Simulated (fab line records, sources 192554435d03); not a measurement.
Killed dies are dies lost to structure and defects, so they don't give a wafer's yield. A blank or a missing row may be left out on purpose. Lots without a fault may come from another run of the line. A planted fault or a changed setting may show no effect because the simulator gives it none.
Chamber matching | flow n5_finfet | N5_FIN_CUT_CUT_ETCH_26 on rie_diel-04: 4 sister chambers
The step etches SiNx in CH3F/O2, target depth 39 nm, time 55.7 s. 18 wafers are shown with their chamber, then 9 later ones without.

WAFERS WITH THEIR CHAMBER
wafer  | chamber | drypump_motor_current_A (A) | showerhead_plenum_p_Torr (Torr) | oes_f_703_au (a.u.)
L078.2 | 0       | 5.9                         | 2.03                            | 0.83
L078.4 | 0       | 5.9                         | 2.03                            | 0.83
L078.5 | 1       | 5.3                         | 1.96                            | 0.69
L081.1 | 1       | 5.3                         | 1.96                            | 0.69
L081.4 | 1       | 5.4                         | 1.96                            | 0.68
L081.5 | 0       | 5.9                         | 2.03                            | 0.82
L083.1 | 1       | 5.3                         | 1.96                            | 0.68
L083.5 | 2       | 6.4                         | 2.05                            | 0.92
L083.6 | 1       | 5.3                         | 1.96                            | 0.68
L084.2 | 1       | 5.4                         | 1.96                            | 0.68
L084.3 | 0       | 5.9                         | 2.02                            | 0.81
L084.5 | 1       | 5.4                         | 1.96                            | 0.68
L087.2 | 2       | 6.4                         | 2.05                            | 0.92
L087.3 | 3       | 5.7                         | 2.05                            | 0.88
L087.5 | 0       | 5.9                         | 2.02                            | 0.81
L091.3 | 3       | 5.7                         | 2.05                            | 0.87
L091.4 | 3       | 5.7                         | 2.05                            | 0.86
L091.6 | 0       | 5.9                         | 2.02                            | 0.80

SIGNATURES (means of the wafers above)
reading                  | chamber 0 | chamber 1 | chamber 2 | chamber 3 | scatter within a chamber
drypump_motor_current_A  | 5.900     | 5.343     | 6.400     | 5.700     | 0.035
showerhead_plenum_p_Torr | 2.0250    | 1.9600    | 2.0500    | 2.0500    | 0.00327
oes_f_703_au             | 0.8167    | 0.6829    | 0.9200    | 0.8700    | 0.00877
Rule: a wafer's distance from a chamber is the root of the sum, over the readings, of the square of ((its reading less the chamber's mean) divided by the reading's scatter). The wafer belongs to the nearest chamber; if the next one is less than 2 further off, it can't be placed. The scatter: the root of (the sum of the squares of (reading less its chamber's mean) over the shown wafers, divided by (wafers less chambers)).

WAFERS WITHOUT THEIR CHAMBER
wafer  | drypump_motor_current_A (A) | showerhead_plenum_p_Torr (Torr) | oes_f_703_au (a.u.)
L093.3 | 5.7                         | 2.05                            | 0.85
L093.4 | 5.9                         | 2.02                            | 0.79
L093.6 | 5.3                         | 1.95                            | 0.97
L095.2 | 5.4                         | 1.95                            | 0.97
L095.4 | 5.9                         | 2.02                            | 0.79
L095.6 | 5.7                         | 2.05                            | 0.84
L096.1 | 5.3                         | 1.95                            | 0.96
L096.5 | 5.4                         | 1.95                            | 0.96
L096.6 | 6.4                         | 2.04                            | 0.88

WHICH CHAMBER EACH WENT THROUGH
wafer  | from the rows above          | in truth
L093.3 | 3                            | 3
L093.4 | 0                            | 0
L093.6 | can't be placed: 1 or 0 or 3 | 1
L095.2 | can't be placed: 0 or 1 or 3 | 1
L095.4 | 0                            | 0
L095.6 | 3                            | 3
L096.1 | can't be placed: 1 or 0      | 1
L096.5 | can't be placed: 0 or 1 or 3 | 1
L096.6 | 2                            | 2
Placed correctly: 5 of 9. Can't be placed from these rows: 4 (the true chamber is among the candidates in 4). Placed wrongly: 0.
